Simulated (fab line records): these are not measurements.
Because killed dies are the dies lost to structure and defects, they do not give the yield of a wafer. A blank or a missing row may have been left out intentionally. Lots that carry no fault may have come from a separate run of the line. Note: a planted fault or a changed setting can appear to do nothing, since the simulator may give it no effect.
Matching of chambers	flow n5 finfet	N5_FIN_SAQP_FIN_ETCH_36 on rie si-03: 4 sister chambers
The step etches the open film in HBr/Cl2/O2, target depth 120 nm, time 50.4 s. 4 wafers are shown with their chamber, then 8 later ones without.

WAFERS, EACH WITH ITS CHAMBER
wafer	chamber	throttle valve pct (%)
L084.1	2	36.26
L084.5	0	35.57
L084.6	1	35.84
L086.1	3	35.93

WAFERS WITHOUT THEIR CHAMBER
wafer	throttle valve pct (%)
L086.3	35.82
L086.4	35.55
L093.3	36.23
L093.5	35.57
L093.6	35.95
L096.4	35.91
L096.5	35.92
L096.6	35.58

WHICH CHAMBER EACH ONE RAN IN
wafer	from the rows above	in truth
L086.3	1	1
L086.4	0	0
L093.3	2	2
L093.5	0	0
L093.6	3	3
L096.4	3	3
L096.5	3	3
L096.6	0	0
Correct placement for 8 of the 8. Number that these rows cannot place: 0. 0 placed wrongly.
How it was worked out, from the rows above alone: a wafer's distance from a chamber is the root of the sum, over the readings, of the square of ((its reading less the chamber's mean) divided by the reading's scatter). If the next closest chamber is less than 2 further off than the closest, the wafer can't be placed; otherwise it belongs to the closest. The mean given for a chamber averages the wafers shown for that chamber. The scatter (one wafer shown for each chamber): square how far every hidden wafer sits from the nearest shown wafer, average those squares and take the square root.
